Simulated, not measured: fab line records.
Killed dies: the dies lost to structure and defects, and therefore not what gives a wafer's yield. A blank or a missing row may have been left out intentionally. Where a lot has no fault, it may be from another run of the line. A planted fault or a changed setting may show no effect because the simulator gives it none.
Problem report in the 8D (eight disciplines) form, filled by code	flow n5_finfet	the parts of the form that need people (team, actions taken, sign-off) are left out

## 1. WHAT IS WRONG
Wafers free of any fault read 54.3 nm (standard deviation 0.61) for HMC_CMP_THK at N5_PMOS_HMC_CHANNEL_EPI_THK_MEAS_22, against a mean of 59.0 nm on 5 wafers of 3 lots. Relative to the usual mean, that is a shift of +7.7 standard deviations.
Earliest sighting: wafer L898.1 on film_metro-02 at day 4 14:01. The record has a number at this step for 26 wafers belonging to 9 lots. Rule for "out" (also "out of limits"): further than 4 standard deviations from the usual mean. The rest of the wafers with a number are treated as sound.

## 2. WHAT IT IS, AND WHAT IT ISN'T
question	is	is not
which readings at this step	HMC_CMP_THK	-
which lots	L898, L901, L905	L887, L889, L897, L904, L909, L910
which wafers of those lots	L898.1, L901.1, L901.3, L905.1, L905.3	L898.2, L898.4, L901.2
read on which gauges	film_metro-01, film_metro-02	-
when	from day 4 14:01	up to then (11 sound wafers); but 10 sound wafers of L901, L904, L909, L910 came after

## 3. THE SUSPECTS, EACH WITH WHAT RULES IT OUT
Counting: a tool at a process step up to the reading stays a suspect if it ran every lot that is out. Sound lots after the first of them don't rule it out here, since some wafers of a struck lot are sound.
- the gauge at N5_PMOS_HMC_CHANNEL_EPI_THK_MEAS_22 is ruled out. Those wafers that are out were read across 2 gauges (film_metro-01, film_metro-02).
- rie_si-02 at N5_PMOS_HMC_CHANNEL_EPI_FIN_RECESS_16 (chemistry HBr/Cl2, target Si, target depth 54 nm, time 18 s): kept. Ran every lot that is out, first one L898 (day 4 12:13); last sound lot up to then L897 (day 4 06:11).
After counting, what remains is rie_si-02 at N5_PMOS_HMC_CHANNEL_EPI_FIN_RECESS_16.

## 4. THE CAUSE (what the simulator had put in)
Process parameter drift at N5_PMOS_HMC_CHANNEL_EPI_FIN_RECESS_16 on rie_si-02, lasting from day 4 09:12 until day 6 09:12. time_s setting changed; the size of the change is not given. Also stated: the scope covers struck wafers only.
The count eliminated every tool but this one.

## 5. THE CHAIN OF EFFECTS, in route order
Rows list readings where the struck wafers' mean (over those with a number) sits beyond 3 standard deviations from the usual. Scope: only readings with a usual standard deviation given in the record; hours: median across lots of the time from each lot's start at the first step in this table that gives one to its start at this step; sigmas: change in usual standard deviations.
hours	step	reading	usual	on struck wafers	change	sigmas
0	N5_PMOS_HMC_CHANNEL_EPI_THK_MEAS_22	HMC_CMP_THK	54.3 nm	59.0	+4.7	+7.7
148	N5_BEOL_M4_RC_MEAS_101	CJ_P	5.76	4.56	-1.20	-8.6

## 6. HOW IT WOULD HAVE BEEN CAUGHT EARLIER
5 hours passed between the start of the fault at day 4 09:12 and the first reading out of limits at a measuring or inspecting step in this record, taken at day 4 14:01.
No tool reading at N5_PMOS_HMC_CHANNEL_EPI_FIN_RECESS_16 that has a usual standard deviation in the record was out on any struck wafer, so an alarm limit of 4 standard deviations on those readings would not have fired.
Of the lots that are out (3), L901, L905 began N5_PMOS_HMC_CHANNEL_EPI_FIN_RECESS_16 on rie_si-02 after day 4 14:01. A hold on the tool at that time would have spared those 2.
